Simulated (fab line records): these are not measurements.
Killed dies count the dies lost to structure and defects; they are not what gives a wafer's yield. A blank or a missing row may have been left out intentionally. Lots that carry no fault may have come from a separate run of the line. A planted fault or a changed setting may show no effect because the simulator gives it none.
Struck lot and sound lot, side by side || flow n5_finfet || 15 steps out of a route of 1938
Sound: wafers L231.2, L231.4. Struck: wafers L243.4, L243.6. (L243.5 of the same lot was not struck and is left out.) The cause comes at the end.
For every step that has rows: the tool of each side, followed by ch and its chambers, followed by its first start. Under that, the readings that differ: sound wafers || struck wafers || difference of the means || sigmas: that difference in standard deviations of wafers without a fault.
alike: words and numbers the same on both sides, and readings whose means are apart by under 2 such deviations; not compared: readings that were withheld, readings missing a value for some wafer, numbers with overlapping values and no deviation given by the record, and bounds like >300 which may hide the same value.
Wherever a step has rows on one side only, a row that says differs or no value, or a row with sigmas, the two part there. Numbers that don't overlap but have no deviation are shown without sigmas and don't part them. A reading that every wafer of one side lacks parts them only if that side has two wafers or more.

N5_BEOL_M6_STRIP_80: strips in N2/H2, time 10 s.
  sound on rie_diel-06 ch 0,3; struck on rie_diel-05 ch 2,3
{"reading": "throttle_valve_pct (%)", "sound": "24.1 24.0", "struck": "23.3 22.7", "difference": -1.1, "sigmas": -2}
  alike: drypump_motor_current_A, oes_product_au, rf_vpp_V, showerhead_plenum_p_Torr
  not compared: rf_hours_counter_h
N5_BEOL_M6_OCD_MEAS_38:
  sound on ocd-02 at day 10 08:43; struck on ocd-01 at day 13 03:59
  alike: trench_depth_nm
then, 4 steps without rows for these wafers: N5_BEOL_M6_HM_STRIP_39 (strips TiN in peroxide tin strip, target depth 25 nm, time 158 s); N5_BEOL_M6_SRD_40 (time 30 s); N5_BEOL_M6_PRECLEAN_42 (cleans in residue remover, time 60 s); N5_BEOL_M6_SRD_43 (time 30 s).
N5_BEOL_M6_CD_MEAS_35: target cd 40 nm, target cd y 28 nm.
  sound on cd_sem-02 at day 10 08:52; struck on cd_sem-01 at day 13 04:09
  alike: cd_nm
N5_BEOL_M6_CURE_75: cures SiCOH lowk, time 120 s.
  sound on uv_cure-01 ch 1, day 10 08:57; struck on uv_cure-02 ch 2, day 13 04:20
  alike: lamp_power_pct, wafer_temp_C_max
then, 1 step without rows for these wafers: N5_BEOL_M6_DEGAS_44 (time 60 s).
N5_BEOL_M6_PRE_CLEAN_45: time 30 s.
  sound on pvd_sputter-03 at day 10 09:18; struck on pvd_sputter-01 at day 13 04:56
  alike: heater_power_w, susceptor_temp_C
then, 1 step without rows for these wafers: N5_BEOL_M6_ALD_77 (deposits TaN, target thk 2 nm, pulse time 2 s, purge time 3 s).
N5_BEOL_M6_SURFACE_TREAT_79:
  sound on pvd_sputter-03 at day 10 09:47; struck on pvd_sputter-02 at day 13 05:21
  alike: ar_flow_sccm
  not compared: throttle_valve_pct
N5_BEOL_M6_CVD_78: deposits Co from CCTBA/H2, target thk 2 nm, time 142.3 s.
  sound on cvd_co-01 ch 1, day 10 09:57; struck on cvd_co-01 ch 0,2, day 13 05:28
{"reading": "run_length_s (s)", "sound": "165.4 165.6", "struck": "243.3 243.8", "difference": "+78.1", "sigmas": "+99 or more"}
N5_BEOL_M6_SPUTTER_48: material Cu, target thk 10 nm, time 1.667 s.
  sound on pvd_sputter-02 at day 10 10:04; struck on pvd_sputter-02 at day 13 05:33
  alike: chuck_sensor_temp_C, susceptor_temp_C, throttle_valve_pct
-- the record jumps here: 4 days lie between the struck wafers' starts before and after (it left off in module BEOL_M6 and takes up again in module PASSIVATION, whose first step shown is number 1936 of the route) --
N5_PASSIVATION_PROBE_49:
  sound on prober-01 at day 13 17:23; struck on prober-01 at day 16 19:58
{"reading": "killed_at_contacts", "sound": "18 31", "struck": "16 8", "difference": -12, "sigmas": -2}
  alike: defect_limited_yield, killed_at_M0_to_M3, killed_at_M4_up, killed_at_front_end, killed_at_other, killed_dies, killed_open, killed_short, sort_bin_4_leakage, sort_bin_5_function, sort_bin_6_memory, sort_n_pass, sort_yield_pct

## WHERE THEY PART
First at N5_BEOL_M6_STRIP_80; last, within this record, at N5_PASSIVATION_PROBE_49.

WHY: the cause the simulator had injected
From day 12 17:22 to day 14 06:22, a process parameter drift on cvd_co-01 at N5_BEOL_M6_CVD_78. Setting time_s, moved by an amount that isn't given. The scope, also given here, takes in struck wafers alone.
